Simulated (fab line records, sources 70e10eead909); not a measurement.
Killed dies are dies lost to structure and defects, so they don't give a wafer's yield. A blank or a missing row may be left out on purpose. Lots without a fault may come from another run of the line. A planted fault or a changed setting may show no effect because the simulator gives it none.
Chamber matching | flow nand_harc | NHARC_P_M1_CMP_23 on cmp-04: 4 sister chambers
The step polishes, t overpolish 20 s, target thk 157.82 nm. 14 wafers are shown with their chamber, then 7 later ones without.

WAFERS WITH THEIR CHAMBER
wafer  | chamber | motor_current_A (A) | time_to_endpoint_s (s) | slurry_flow_ml_min
L074.3 | 0       | 10.9                | 22.2                   | 149.8
L074.5 | 0       | 10.8                | 24.8                   | 150.0
L074.6 | 3       | 11.5                | 29.9                   | 149.2
L079.1 | 1       | 13.8                | 27.8                   | 150.7
L079.3 | 3       | 11.5                | 31.9                   | 150.3
L079.4 | 2       | 12.1                | 24.6                   | 150.5
L080.2 | 3       | 11.7                | 29.6                   | 150.4
L080.3 | 1       | 14.8                | 24.9                   | 150.6
L080.4 | 2       | 12.0                | 22.7                   | 149.8
L085.1 | 3       | 11.5                | 31.0                   | 149.9
L085.4 | 0       | 12.4                | 25.4                   | 151.2
L085.5 | 1       | 14.1                | 29.8                   | 149.7
L088.1 | 2       | 12.1                | 28.2                   | 150.2
L088.5 | 3       | 11.2                | 33.2                   | 149.6

SIGNATURES (means of the wafers above)
reading            | chamber 0 | chamber 1 | chamber 2 | chamber 3 | scatter within a chamber
motor_current_A    | 11.367    | 14.233    | 12.067    | 11.480    | 0.476
time_to_endpoint_s | 24.133    | 27.500    | 25.167    | 31.120    | 2.06
slurry_flow_ml_min | 150.333   | 150.333   | 150.167   | 149.880   | 0.547
Rule: a wafer's distance from a chamber is the root of the sum, over the readings, of the square of ((its reading less the chamber's mean) divided by the reading's scatter). The wafer belongs to the nearest chamber; if the next one is less than 2 further off, it can't be placed. The scatter: the root of (the sum of the squares of (reading less its chamber's mean) over the shown wafers, divided by (wafers less chambers)).

WAFERS WITHOUT THEIR CHAMBER
wafer  | motor_current_A (A) | time_to_endpoint_s (s) | slurry_flow_ml_min
L088.6 | 12.0                | 26.2                   | 150.1
L093.2 | 11.5                | 25.2                   | 151.2
L093.4 | 13.9                | 33.8                   | 150.0
L093.5 | 11.1                | 27.2                   | 151.0
L096.1 | 12.9                | 27.0                   | 150.5
L096.3 | 11.2                | 25.4                   | 149.9
L096.4 | 11.7                | 28.7                   | 149.8

WHICH CHAMBER EACH WENT THROUGH
wafer  | from the rows above               | in truth
L088.6 | can't be placed: 2 or 0           | 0
L093.2 | can't be placed: 0 or 2           | 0
L093.4 | 1                                 | 1
L093.5 | can't be placed: 0 or 2 or 3      | 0
L096.1 | can't be placed: 2 or 1 or 0 or 3 | 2
L096.3 | can't be placed: 0 or 2 or 3      | 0
L096.4 | can't be placed: 3 or 2 or 0      | 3
Placed correctly: 1 of 7. Can't be placed from these rows: 6 (the true chamber is among the candidates in 6). Placed wrongly: 0.
